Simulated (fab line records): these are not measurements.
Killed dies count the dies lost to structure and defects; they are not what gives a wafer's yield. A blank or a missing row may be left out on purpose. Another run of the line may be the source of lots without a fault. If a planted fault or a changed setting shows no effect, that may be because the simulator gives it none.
Problem report, 8D (eight disciplines) form, completed by code    flow n5_finfet    the parts of the form that need people (team, actions taken, sign-off) are left out

== 1. WHAT WENT WRONG ==
Mean of killed_at_front_end at N5_PASSIVATION_PROBE_49: 130 over 2 wafers from 1 lot, against 40 (standard deviation 13) on wafers with no fault. Relative to the usual mean, that is a shift of +7.0 standard deviations.
Seen first at day 14 07:56 on prober-01, wafer L360.1. The record has a number at this step for 14 wafers belonging to 6 lots. Rule for "out" (also "out of limits"): further than 4 standard deviations from the usual mean. Any other wafer with a number is counted as sound.

== 2. WHAT IT IS; WHAT IT IS NOT ==
question                     is                                                                                                        is not
which readings at this step  killed_at_front_end, defect_limited_yield, killed_dies, sort_bin_5_function, sort_n_pass, sort_yield_pct  killed_at_M0_to_M3, killed_at_M4_up, killed_at_contacts, killed_at_other, killed_open, killed_short
which lots                   L360                                                                                                      L353, L367, L370, L374, L375
which wafers of those lots   L360.1, L360.6                                                                                            L360.2
read on which tools          prober-01                                                                                                 prober-02
when                         from day 14 07:56                                                                                         up to then (3 sound wafers); but 9 sound wafers of L360, L367, L370, L374, L375 came after

== 3. SUSPECTS, AND WHAT RULES EACH OUT ==
Counting: any tool at a process step up to the reading remains a suspect provided it ran every lot that is out. Sound lots after the first of them don't rule it out here, since some wafers of a struck lot are sound.
- rie_metal-01 at N5_GATE_CUT_VAPOR_ETCH_49 (etches TiAlC in BCl3/Cl2): kept. It ran the lot that is out, L360 (day 6 08:02).
- rie_diel-02 at N5_PASSIVATION_STRIP_14 (strips in O2): kept. It ran the lot that is out, L360 (day 14 01:54).
- rie_diel-03 at N5_PASSIVATION_STRIP_34 (strips in O2): kept. The lot that is out, L360, ran on it at day 14 03:38; the last sound lot it ran before that was L353, at day 11 23:20.
- prober-01 at N5_PASSIVATION_PROBE_49: kept. The lot that is out, L360, ran on it at day 14 07:56; the last sound lot it ran before that was L353, at day 12 03:35. Its own defect_limited_yield, killed_at_front_end, killed_dies, sort_bin_5_function, sort_n_pass, sort_yield_pct readings are out on those wafers.
- The sound lot-mates ran in chamber 0 of rie_metal-01 at N5_GATE_CUT_VAPOR_ETCH_49, but the wafers that are out ran in chamber 1.
- Within rie_diel-02 at N5_PASSIVATION_STRIP_14: the wafers that are out ran in chambers 1, 2; their sound lot-mates ran in chamber 3.
- The sound lot-mates ran in chamber 3 of rie_diel-03 at N5_PASSIVATION_STRIP_34, but the wafers that are out ran in chamber 2.
Left after counting: rie_metal-01 at N5_GATE_CUT_VAPOR_ETCH_49, rie_diel-02 at N5_PASSIVATION_STRIP_14, rie_diel-03 at N5_PASSIVATION_STRIP_34, prober-01 at N5_PASSIVATION_PROBE_49.

== 4. THE CAUSE (what the simulator had put in) ==
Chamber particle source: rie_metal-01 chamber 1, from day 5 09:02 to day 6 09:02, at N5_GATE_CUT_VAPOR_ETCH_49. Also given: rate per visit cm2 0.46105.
Counting leaves 4 suspects; this tool is one of them.

== 5. THE CHAIN OF EFFECTS, in route order ==
Rows list readings where the struck wafers' mean (over those with a number) sits beyond 3 standard deviations from the usual. Only readings for which the record gives a usual standard deviation are gone through. hours: the time from each lot's start at the first step in this table that gives one to its start at this step, as a median over the lots. sigmas: the change in usual standard deviations.
hours  step                     reading               usual   on struck wafers  change  sigmas
0      N5_PASSIVATION_PROBE_49  defect_limited_yield  91.4 %  83.2              -8.2    -5.1
0      N5_PASSIVATION_PROBE_49  killed_at_front_end   40      130               +90     +7.0
0      N5_PASSIVATION_PROBE_49  killed_dies           102     198               +96     +5.1
0      N5_PASSIVATION_PROBE_49  sort_bin_5_function   5.1 %   10.7              +5.6    +5.1
0      N5_PASSIVATION_PROBE_49  sort_n_pass           1078    982               -96     -5.1
0      N5_PASSIVATION_PROBE_49  sort_yield_pct        91.4 %  83.2              -8.2    -5.1
Process steps it contains:
- N5_PASSIVATION_PROBE_49

== 6. WHAT WOULD HAVE CAUGHT IT SOONER ==
In this record the first reading out of limits was taken at day 14 07:56, 215 hours after the fault began at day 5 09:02.
An alarm limit of 4 standard deviations would not have fired on the tool readings at N5_GATE_CUT_VAPOR_ETCH_49 for which the record gives a usual standard deviation, since none of them was out on any struck wafer.
By day 14 07:56 the whole set of lots that are out, 1 in number, had already begun N5_GATE_CUT_VAPOR_ETCH_49 on rie_metal-01. A hold on the tool at that time would have spared none of them.
